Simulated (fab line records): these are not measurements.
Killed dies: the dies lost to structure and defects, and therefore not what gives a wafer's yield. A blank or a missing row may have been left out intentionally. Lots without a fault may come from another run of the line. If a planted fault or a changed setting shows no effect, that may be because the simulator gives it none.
Matching of chambers :: flow n5Finfet :: N5_DUMMY_GATE_ALD_02 on aldSin-04 has 4 sister chambers
The step deposits SiO2, target thk 2 nm, pulse time 1 s. 8 wafers are shown with their chamber, then 8 later ones without.

WAFERS, EACH WITH ITS CHAMBER
wafer: L081.6
chamber: 0
heaterPowerW (W): 447
susceptorTempC (C): 299.98

wafer: L083.2
chamber: 2
heaterPowerW (W): 553
susceptorTempC (C): 300.45

wafer: L083.5
chamber: 0
heaterPowerW (W): 455
susceptorTempC (C): 299.74

wafer: L083.6
chamber: 1
heaterPowerW (W): 400
susceptorTempC (C): 299.92

wafer: L084.1
chamber: 2
heaterPowerW (W): 565
susceptorTempC (C): 300.19

wafer: L084.4
chamber: 3
heaterPowerW (W): 538
susceptorTempC (C): 299.74

wafer: L084.5
chamber: 3
heaterPowerW (W): 543
susceptorTempC (C): 300.03

wafer: L088.1
chamber: 1
heaterPowerW (W): 403
susceptorTempC (C): 299.91

WAFERS WHOSE CHAMBER IS MISSING
wafer: L088.2
heaterPowerW (W): 554
susceptorTempC (C): 300.18

wafer: L088.6
heaterPowerW (W): 538
susceptorTempC (C): 299.89

wafer: L090.1
heaterPowerW (W): 563
susceptorTempC (C): 299.88

wafer: L090.2
heaterPowerW (W): 412
susceptorTempC (C): 300.04

wafer: L090.3
heaterPowerW (W): 542
susceptorTempC (C): 300.07

wafer: L094.1
heaterPowerW (W): 537
susceptorTempC (C): 300.02

wafer: L094.4
heaterPowerW (W): 458
susceptorTempC (C): 300.12

wafer: L094.6
heaterPowerW (W): 399
susceptorTempC (C): 299.83

THE CHAMBER EACH PASSED THROUGH
wafer: L088.2
from the rows above: can't be placed: 2 or 3
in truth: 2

wafer: L088.6
from the rows above: 3
in truth: 3

wafer: L090.1
from the rows above: can't be placed: 2 or 3
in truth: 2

wafer: L090.2
from the rows above: 1
in truth: 1

wafer: L090.3
from the rows above: 3
in truth: 3

wafer: L094.1
from the rows above: 3
in truth: 3

wafer: L094.4
from the rows above: 0
in truth: 0

wafer: L094.6
from the rows above: 1
in truth: 1
Correctly placed: 6 of 8. Unplaceable from these rows: 2, with the true chamber sitting among the candidates in 2. Placed wrongly: 0.
How it was worked out, from the rows above alone: a wafer's distance from a chamber is the root of the sum, over the readings, of the square of ((its reading less the chamber's mean) divided by the reading's scatter). The wafer belongs to the nearest chamber; if the next one is less than 2 further off, it can't be placed. For every chamber, the mean is computed from those of its wafers that are shown. The scatter: the root of (the sum of the squares of (reading less its chamber's mean) over the shown wafers, divided by (wafers less chambers)).
